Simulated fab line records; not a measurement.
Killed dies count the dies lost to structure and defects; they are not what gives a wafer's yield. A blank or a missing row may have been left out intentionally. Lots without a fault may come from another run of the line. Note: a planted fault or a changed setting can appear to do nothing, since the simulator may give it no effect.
Split-lot experiment    flow n5Finfet    on a route of 1938 steps: 7 lots, 21 wafers read

ABOUT THE SPLIT
At N5_BEOL_M14_PEB_08 (peb time 90 s), the setting pebTimeS was moved away from the recipe's 90 s on 4 of the 21 wafers read, by -21.5% to -18.7%. All remaining wafers had this setting at the recipe value.

FROM THE SPLIT TO THE READING: what the file shows between them, 10 steps
- N5_BEOL_M14_DEVELOP_09: develop time 45 s
- N5_BEOL_M14_HARDBAKE_14: time 120 s
- N5_BEOL_M14_CD_MEAS_10: target cd 250 nm
- N5_BEOL_M14_DESCUM_15: chemistry O2, time 7.9 s
- N5_BEOL_M14_ETCH_59: etches BARC in N2/H2, target depth 89 nm, overetch 26.7 nm, time 67.9 s
- N5_BEOL_M14_VIA_ETCH_16: etches SiO2 in C4F8/O2/Ar, target depth 1231.3 nm
- N5_BEOL_M14_STRIP_63: strips in O2
- N5_BEOL_M14_STRIP_64: strips in O2
- N5_BEOL_M14_STRIP_71: strips in post etch residue remover, time 60 s
- N5_BEOL_M14_SRD_72: time 30 s, dry time 30 s

THE READING
At N5_BEOL_M14_CD_MEAS_17: cdNm in nanometres, against a target cd of 250 nm. Fault-free wafers of this fab line usually give 251.1 nm, standard deviation 1.3 nm.

wafer   tool, chamber at the split  pebTimeS as run, s  against the recipe  cdNm, nm  against lot-mates on the recipe
L075.1  lithoTrack-05, 0            90                  recipe              251.8     -
L075.2  lithoTrack-05, 0            90                  recipe              252.1     -
L075.3  lithoTrack-05, 0            90                  recipe              250.7     -
L076.1  lithoTrack-05, 0            90                  recipe              249.4     -
L076.4  lithoTrack-05, 0            90                  recipe              248.2     -
L076.5  lithoTrack-05, 0            90                  recipe              249.1     -
L085.1  lithoTrack-04, 0            90                  recipe              251.1     -
L085.3  lithoTrack-04, 0            90                  recipe              251.3     -
L085.6  lithoTrack-04, 0            90                  recipe              251.8     -
L087.1  lithoTrack-01, 0            90                  recipe              251.8     -
L087.2  lithoTrack-01, 0            90                  recipe              250.1     -
L087.3  lithoTrack-01, 0            90                  recipe              251.0     -
L089.4  lithoTrack-05, 0            90                  recipe              249.7     -
L089.5  lithoTrack-05, 0            90                  recipe              248.5     -
L089.6  lithoTrack-05, 0            90                  recipe              250.0     -
L090.1  lithoTrack-01, 0            73.21               -18.7%              242.1     -9.0
L090.2  lithoTrack-01, 0            73.21               -18.7%              242.4     -8.7
L090.5  lithoTrack-01, 0            90                  recipe              251.1     -
L091.3  lithoTrack-05, 0            90                  recipe              250.1     -
L091.4  lithoTrack-05, 0            70.61               -21.5%              239.5     -10.6
L091.5  lithoTrack-05, 0            70.61               -21.5%              238.8     -11.3

THE FIT
A straight line over all 21 wafers: cdNm changes by +0.489 nm for each +1% of pebTimeS; r = +0.96; the points scatter about the line by 1.2 nm.
The same after taking each lot's own level away (the mean of its wafers on the recipe; 21 wafers): +0.494 nm for each +1%; r = +0.99; scatter 0.54 nm.
The reading moves by 11 nm for the largest change in pebTimeS, on that fit.
From 248.90 to 251.53 nm: that is the span of the lots' own levels, equal to 2.0 times the standard deviation above.
The two slopes agree, so the slope changes little with the lot-to-lot level.
Check: for one of the wafers moved furthest among these (-21.5%), held out of the fit, the line's prediction against its lot-mates is -10.7 nm. Against them it came out at -10.6 nm.

FURTHER SPLITS ON THESE WAFERS
These wafers also went through other splits before the reading. Each is held against what the fit with the lots' levels taken away leaves over:
other split on the same wafers  wafers away from the commonest value  r with cdNm (lot level and that fit taken away)
N5_BEOL_M14_ILD_DEP_00 tempC    10                                    -0.31

THE WHOLE CHAIN: every reading that the file lists as answering this split, in the file's order
step                    what it does      reading  change (the file's fit)                r (the file's)
N5_BEOL_M14_CD_MEAS_10  target cd 250 nm  cdNm     +0.454 nm for each +1% of the setting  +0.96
N5_BEOL_M14_CD_MEAS_17  target cd 250 nm  cdNm     +0.492 nm for each +1% of the setting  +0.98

THE FILE'S OWN FIT
cdNm changes by +0.492 nm for each +1% of pebTimeS, r = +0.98.
